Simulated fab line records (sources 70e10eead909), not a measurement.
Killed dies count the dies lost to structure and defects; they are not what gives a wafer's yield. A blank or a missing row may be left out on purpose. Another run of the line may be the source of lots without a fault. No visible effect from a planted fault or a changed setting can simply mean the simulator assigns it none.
fab line records    flow nandHarc
record lots=14  wafers=42  lastDay=34
route steps=1302 shown P_GATE@122
lots untouched by any fault: they come from a run of this same line in which no faults occurred
startH: hours from the record's opening day to when the first of the lot's shown wafers began    waitH: time in hours since the lot's previous step    " repeats the value in the row above    L1.1+2: several wafers, shown together as one row    - value missing, or start not given    * or withheld: withheld    < > ~ a bound
route shown NAME@n: a module of which the file shows steps, and the number in the route of the first    usual: mean/standard deviation of fault-free wafers    same: alike in all rows    chamber/n: place in a boat    sites: each site's reading    _std_site: the standard deviation of these    _edge_site: mean of outer sites minus mean of inner sites    radiusMm: for every site, how far away it sits from the centre of the wafer    mask NAME#n: copy n    behind: the most recent tool/chamber to have shaped the wafer    hold: what put the lot on hold/how long, in hours/how the hold closed    device: transistor that didn't switch, given as n, p or np    end of line: tests of these same wafers at the route's end    step lacking rows: just its recipe    killed: at the first sort, the dies lost to defects and structure; wafer yield is something else    map: a wafer's dies, marking killed ones x, the rest . and places with no die _
set.NAME: the setting that was run; set.NAME@STEP: the one run at that earlier step    model.NAME: the simulator's own value behind a step, which no gauge read
route steps across a sampled set of lots; one table per step, one row per wafer
services: from which hour (startH, from the record's first day; less than 0 if before it) a tool's chamber was out of use, for how many hours, and why
## steps
# step NHARC_P_GATE_CD_MEAS_11
# recipe targetCdNm=1640  landingEnergyEv=500
# usual cdNm=1639.3/2.2
lot.wafer  tool      chamber  startH  waitH  cdNm
L573.1     cdSem-03  0        87.50   -      1640.7
L573.2     "         0        "       "      1641.1
L573.4     "         0        "       "      1639.7
L575.4     cdSem-03  0        101.80  -      1640.9
L575.5     "         0        "       "      1640.3
L575.6     "         0        "       "      1639.1
L576.1     cdSem-03  0        109.40  -      1642.7
L576.2     "         0        "       "      1641.2
L576.3     "         0        "       "      1641.5
L578.2     cdSem-01  0        148.15  -      1637.2
L578.5     "         0        "       "      1638.5
L578.6     "         0        "       "      1639.2
L579.3     cdSem-03  0        156.82  -      1639.0
L579.4     "         0        "       "      1641.1
L579.5     "         0        "       "      1640.2
L580.1     cdSem-03  0        164.48  -      1637.9
L580.3     "         0        "       "      1642.9
L580.5     "         0        "       "      1639.4
L581.1     cdSem-03  0        170.26  -      1642.3
L581.4     "         0        "       "      1639.4
L581.5     "         0        "       "      1638.0
L582.2     cdSem-01  0        180.66  -      1642.2
L582.3     "         0        "       "      1641.3
L582.4     "         0        "       "      1641.7
L588.3     cdSem-02  0        235.60  -      1638.2
L588.4     "         0        "       "      1637.5
L588.6     "         0        "       "      1635.8
L591.1     cdSem-03  0        263.24  -      1639.3
L591.4     "         0        "       "      1641.1
L591.5     "         0        "       "      1639.6
L592.2     cdSem-03  0        279.02  -      1639.8
L592.3     "         0        "       "      1639.5
L592.4     "         0        "       "      1638.8
L593.2     cdSem-01  0        282.90  -      1639.5
L593.3     "         0        "       "      1635.5
L593.5     "         0        "       "      1638.1
L594.1     cdSem-01  0        290.90  -      1642.7
L594.3     "         0        "       "      1641.2
L594.6     "         0        "       "      1640.2
L596.1     cdSem-02  0        310.57  -      1636.0
L596.3     "         0        "       "      1637.0
L596.4     "         0        "       "      1638.0
# step NHARC_P_GATE_CVD_17
# recipe targetThkA=1500  tempC=620  timeS=900  material=poly-Si
# usual zonePowerUpperPct=10.0/0.44
lot.wafer  tool          chamber  startH  waitH  zonePowerUpperPct
L573.1     lpcvdPoly-02  0        100.42  4.7    10.3
L573.2     "             0        "       "      10.4
L573.4     "             0        "       "      10.3
L575.4     lpcvdPoly-02  0        114.63  2.7    10.5
L575.5     "             0        "       "      10.4
L575.6     "             0        "       "      10.5
L576.1     lpcvdPoly-03  0        119.49  2.5    10.2
L576.2     "             0        "       "      10.2
L576.3     "             0        "       "      10.2
L578.2     lpcvdPoly-02  0        158.33  2.7    10.4
L578.5     "             0        "       "      10.3
L578.6     "             0        "       "      10.2
L579.3     lpcvdPoly-02  0        170.05  2.7    10.4
L579.4     "             0        "       "      10.5
L579.5     "             0        "       "      10.4
L580.1     lpcvdPoly-02  0        177.04  3.9    10.5
L580.3     "             0        "       "      10.3
L580.5     "             0        "       "      10.5
L581.1     lpcvdPoly-04  0        180.22  2.6    9.5
L581.4     "             0        "       "      9.3
L581.5     "             0        "       "      9.3
L581.1     lpcvdPoly-03  0        183.61  1.2    10.0
L581.4     "             0        "       "      10.3
L581.5     "             0        "       "      10.1
L582.2     lpcvdPoly-04  0        190.55  2.6    9.4
L582.3     "             0        "       "      9.5
L582.4     "             0        "       "      9.4
L588.3     lpcvdPoly-04  0        247.24  2.9    9.3
L588.4     "             0        "       "      9.6
L588.6     "             0        "       "      9.5
L588.3     lpcvdPoly-02  0        251.69  2.2    10.5
L588.4     "             0        "       "      10.4
L588.6     "             0        "       "      10.6
L591.1     lpcvdPoly-04  0        273.13  2.6    9.3
L591.4     "             0        "       "      9.5
L591.5     "             0        "       "      9.3
L592.2     lpcvdPoly-03  0        289.06  2.5    9.9
L592.3     "             0        "       "      10.2
L592.4     "             0        "       "      10.0
L593.2     lpcvdPoly-02  0        293.06  2.7    10.4
L593.3     "             0        "       "      10.3
L593.5     "             0        "       "      10.4
L594.1     lpcvdPoly-02  0        302.50  3.3    10.6
L594.3     "             0        "       "      10.7
L594.6     "             0        "       "      10.4
L596.1     lpcvdPoly-02  0        320.91  2.7    10.4
L596.3     "             0        "       "      10.3
L596.4     "             0        "       "      10.4
# step NHARC_P_GATE_DESCUM_31
# recipe timeS=3  o2FlowSccm=200  arFlowSccm=0  biasPowerW=0  chemistry=O2
# usual drypumpMotorCurrentA=5.6/0.43  oesProductAu=1.002/0.0097  rfVppV=57.5/0.74  showerheadPlenumPTorr=1.84/0.047  throttleValvePct=11.311/0.0098
# same biasPowerW=0
lot.wafer  tool        chamber  startH  waitH  drypumpMotorCurrentA  oesProductAu  rfHoursCounterH  rfVppV  showerheadPlenumPTorr  throttleValvePct
L573.1     rieDiel-04  0        105.95  0.1    5.5                   1.004         2.5              57.1    1.90                   11.302
L573.2     "           1        "       "      5.3                   0.985         3.0              58.2    1.86                   11.311
L573.4     "           2        "       "      6.6                   0.991         3.0              57.4    1.79                   11.298
L575.4     rieDiel-13  1        121.64  0.1    5.1                   1.003         7.0              58.0    1.84                   11.295
L575.5     "           0        "       "      5.4                   0.994         -                57.5    1.81                   11.306
L575.6     "           1        "       "      5.1                   0.991         -                57.0    1.84                   11.304
L576.3     rieDiel-13  3        127.81  0.1    5.9                   1.007         7.4              56.8    1.84                   11.303
L576.2     "           0        "       "      5.4                   1.009         9.0              57.6    1.81                   11.303
L576.1     "           1        "       "      5.0                   0.994         7.7              56.2    1.84                   11.303
L578.2     rieDiel-06  1        162.52  0.1    5.5                   1.012         1.0              58.0    1.88                   11.303
L578.6     "           0        "       "      6.0                   0.992         -                58.0    1.86                   11.314
L578.5     "           1        "       "      5.5                   1.017         -                58.1    1.88                   11.332
L579.3     rieDiel-13  0        174.25  0.1    5.4                   1.001         0                56.8    1.81                   11.287
L579.4     "           1        "       "      5.1                   0.998         0                58.8    1.83                   11.315
L579.5     "           3        "       "      5.9                   1.010         -                56.5    1.83                   11.311
L580.3     rieDiel-13  3        181.17  0.1    5.9                   1.006         0.2              57.7    1.84                   11.303
L580.1     "           1        "       "      5.1                   1.018         0.3              58.3    1.83                   11.314
L580.5     "           2        "       "      5.7                   1.004         -                58.2    1.83                   11.308
L582.3     rieDiel-04  0        197.05  0.1    5.4                   0.998         0.9              55.9    1.90                   11.312
L582.2     "           1        "       "      5.3                   0.995         1.3              57.4    1.86                   11.305
L582.4     "           3        "       "      5.2                   1.003         1.1              58.2    1.98                   11.319
L581.1     rieDiel-06  0        198.93  0.1    6.0                   0.997         1.9              58.4    1.86                   11.298
L581.4     "           1        "       "      5.5                   1.021         2.4              57.6    1.87                   11.308
L581.5     "           3        "       "      6.0                   0.995         -                57.8    1.80                   11.302
L588.4     rieDiel-04  1        257.14  0.1    5.3                   1.009         3.6              57.9    1.86                   11.312
L588.3     "           0        "       "      5.5                   1.001         4.0              57.8    1.89                   11.306
L588.6     "           1        "       "      5.3                   1.000         -                57.6    1.86                   11.305
L591.4     rieDiel-13  0        277.26  0.1    5.4                   1.014         5.6              56.7    1.81                   11.298
L591.1     "           3        "       "      5.8                   1.018         5.8              58.4    1.83                   11.326
L591.5     "           0        "       "      5.3                   1.016         -                56.4    1.81                   11.332
L592.2     rieDiel-13  1        293.93  0.1    5.1                   0.991         5.2              57.6    1.83                   11.304
L592.4     "           3        "       "      5.9                   1.010         6.0              57.8    1.83                   11.297
L592.3     "           0        "       "      5.3                   1.003         5.9              57.5    1.81                   11.303
L593.3     rieDiel-13  0        298.15  0.1    5.4                   1.011         6.0              57.0    1.81                   11.296
L593.2     "           1        "       "      5.1                   0.999         5.3              57.5    1.83                   11.304
L593.5     "           0        "       "      5.4                   1.005         -                57.5    1.81                   11.303
L594.1     rieDiel-13  0        312.13  0.1    5.4                   1.009         7.4              57.0    1.81                   11.308
L594.3     "           1        "       "      5.1                   1.001         6.1              57.7    1.83                   11.319
L594.6     "           3        "       "      5.9                   1.016         -                57.7    1.83                   11.306
L596.4     rieDiel-13  2        325.07  0.1    5.7                   1.007         7.3              56.0    1.83                   11.328
L596.1     "           0        "       "      5.4                   1.000         8.4              56.7    1.81                   11.303
L596.3     "           1        "       "      5.1                   0.988         7.2              56.1    1.83                   11.305
# step NHARC_P_GATE_DESCUM_48
# recipe timeS=3  o2FlowSccm=200  arFlowSccm=0  biasPowerW=0  chemistry=O2
# usual drypumpMotorCurrentA=5.7/0.42  oesProductAu=1.001/0.01  rfVppV=57.5/0.76  showerheadPlenumPTorr=1.84/0.046  throttleValvePct=11.311/0.01
# same biasPowerW=0
lot.wafer  tool        chamber  startH  waitH  drypumpMotorCurrentA  oesProductAu  rfHoursCounterH  rfVppV  showerheadPlenumPTorr  throttleValvePct
L573.1     rieDiel-06  3        117.75  -      6.0                   0.992         11               56.6    1.80                   11.333
L573.2     "           0        "       "      5.9                   0.973         9                58.5    1.86                   11.318
L573.4     "           1        "       "      5.5                   1.011         -                57.5    1.88                   11.328
L575.4     rieDiel-13  0        133.62  -      5.4                   1.005         9                56.3    1.81                   11.315
L575.6     "           2        "       "      5.7                   1.011         -                56.6    1.83                   11.306
L575.5     "           3        "       "      5.9                   0.991         -                57.3    1.84                   11.319
L576.1     rieDiel-06  2        139.70  -      6.3                   0.994         0                57.7    1.80                   11.318
L576.2     "           0        "       "      6.0                   0.979         0                58.0    1.86                   11.302
L576.3     "           1        "       "      5.5                   1.024         0                58.4    1.88                   11.300
L578.2     rieDiel-06  0        174.45  -      5.9                   0.996         2                58.2    1.86                   11.290
L578.6     "           3        "       "      6.0                   0.999         -                57.8    1.80                   11.305
L578.5     "           0        "       "      6.0                   0.991         -                56.6    1.86                   11.310
L579.4     rieDiel-13  2        186.12  -      5.6                   1.011         0                57.4    1.83                   11.312
L579.3     "           3        "       "      5.8                   0.990         0                56.8    1.84                   11.334
L579.5     "           1        "       "      5.1                   0.997         -                56.9    1.83                   11.303
L580.1     rieDiel-13  2        193.18  -      5.7                   0.999         1                57.2    1.83                   11.300
L580.3     "           3        "       "      5.8                   1.015         1                57.2    1.83                   11.310
L580.5     "           1        "       "      5.1                   0.994         -                57.3    1.83                   11.306
L582.3     rieDiel-13  1        209.00  -      5.0                   0.995         2                56.7    1.83                   11.301
L582.2     "           2        "       "      5.7                   1.016         2                58.5    1.83                   11.307
L582.4     "           3        "       "      5.9                   1.013         2                56.9    1.83                   11.324
L581.1     rieDiel-04  0        210.79  -      5.4                   1.011         1                58.9    1.90                   11.328
L581.4     "           2        "       "      6.6                   0.996         1                56.7    1.79                   11.320
L581.5     "           0        "       "      5.5                   1.019         -                57.0    1.90                   11.296
L588.3     rieDiel-13  2        280.36  -      5.7                   1.015         5                57.5    1.83                   11.290
L588.4     "           0        "       "      5.4                   0.997         5                57.4    1.81                   11.317
L588.6     "           2        "       "      5.7                   1.001         -                57.2    1.83                   11.324
L591.1     rieDiel-13  1        289.14  -      5.1                   1.002         5                57.6    1.83                   11.319
L591.4     "           0        "       "      5.4                   1.002         6                55.6    1.81                   11.322
L591.5     "           2        "       "      5.7                   1.022         -                57.2    1.83                   11.304
L592.3     rieDiel-06  2        305.95  -      6.2                   1.013         11               59.2    1.80                   11.301
L592.2     "           3        "       "      6.0                   0.996         10               57.0    1.80                   11.310
L592.4     "           0        "       "      5.9                   1.003         -                58.4    1.86                   11.327
L593.2     rieDiel-13  2        310.10  -      5.7                   1.013         6                57.1    1.83                   11.295
L593.3     "           1        "       "      5.1                   0.998         6                56.1    1.83                   11.311
L593.5     "           2        "       "      5.7                   1.006         -                58.8    1.83                   11.321
L594.1     rieDiel-04  0        326.20  -      5.4                   0.989         9                58.1    1.89                   11.314
L594.3     "           2        "       "      6.6                   1.000         9                56.9    1.78                   11.312
L594.6     "           3        "       "      5.1                   1.006         -                58.1    1.98                   11.312
L596.3     rieDiel-13  2        337.09  -      5.7                   1.014         8                56.8    1.83                   11.317
L596.4     "           3        "       "      5.9                   1.012         9                57.2    1.83                   11.310
L596.1     "           0        "       "      5.4                   0.998         9                57.2    1.81                   11.307
## services
tool          chamber  startH  hours  kind
rieDiel-13    0        95.00   -      clean
rieDiel-13    1        95.00   -      clean
rieDiel-13    2        95.00   -      clean
rieDiel-13    3        95.00   -      clean
rieDiel-06    2        115.01  7.5    repair
rieDiel-04    3        117.40  21.8   repair
rieDiel-13    0        119.50  -      clean
rieDiel-13    1        119.50  -      clean
rieDiel-13    2        119.50  -      clean
rieDiel-13    3        119.50  -      clean
rieDiel-06    -        130.20  9.0    pm
rieDiel-13    0        144.00  -      clean
rieDiel-13    1        144.00  -      clean
rieDiel-13    2        144.00  -      clean
rieDiel-13    -        165.00  9.0    pm
rieDiel-04    -        177.90  9.0    pm
rieDiel-04    0        205.85  4.1    repair
lpcvdPoly-02  -        208.01  26.0   pm
rieDiel-04    1        232.36  3.3    repair
rieDiel-13    1        246.52  9.3    repair
rieDiel-06    0        279.83  6.5    repair
rieDiel-06    1        292.75  25.7   repair
rieDiel-06    -        307.20  9.0    pm
rieDiel-04    -        309.83  0.2    repair
## key
firstSign step=NHARC_P_GATE_CVD_17  reading=visit  direction=added
effect none on later readings
metAt NHARC_P_GATE_CVD_17
struckLots L581,L588
sortLeftOut L581.1,L581.4,L581.5,L588.3,L588.4,L588.6
testerLeftOut L581,L588
notActingAt NHARC_P_GATE_CD_MEAS_11,NHARC_P_GATE_DESCUM_31,NHARC_P_GATE_DESCUM_48
fault kind=repeatedStepWhole  tool=lpcvdPoly-02,lpcvdPoly-03,lpcvdPoly-04  chamber=-  onsetH=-  steps=NHARC_P_GATE_CVD_17  times=1  scope=struckLotsOnly
# testerLeftOut: of these lots the tester's yield and bins aren't shown, on N5 and GAA mostly nor the transistor test; their killed dies are dies lost to structure and defects alone, not to doping, threshold or leakage, so they don't give the yield
# sortLeftOut: the simulated sort isn't trusted on such a fault, so these wafers' sort isn't shown, and their yield isn't known
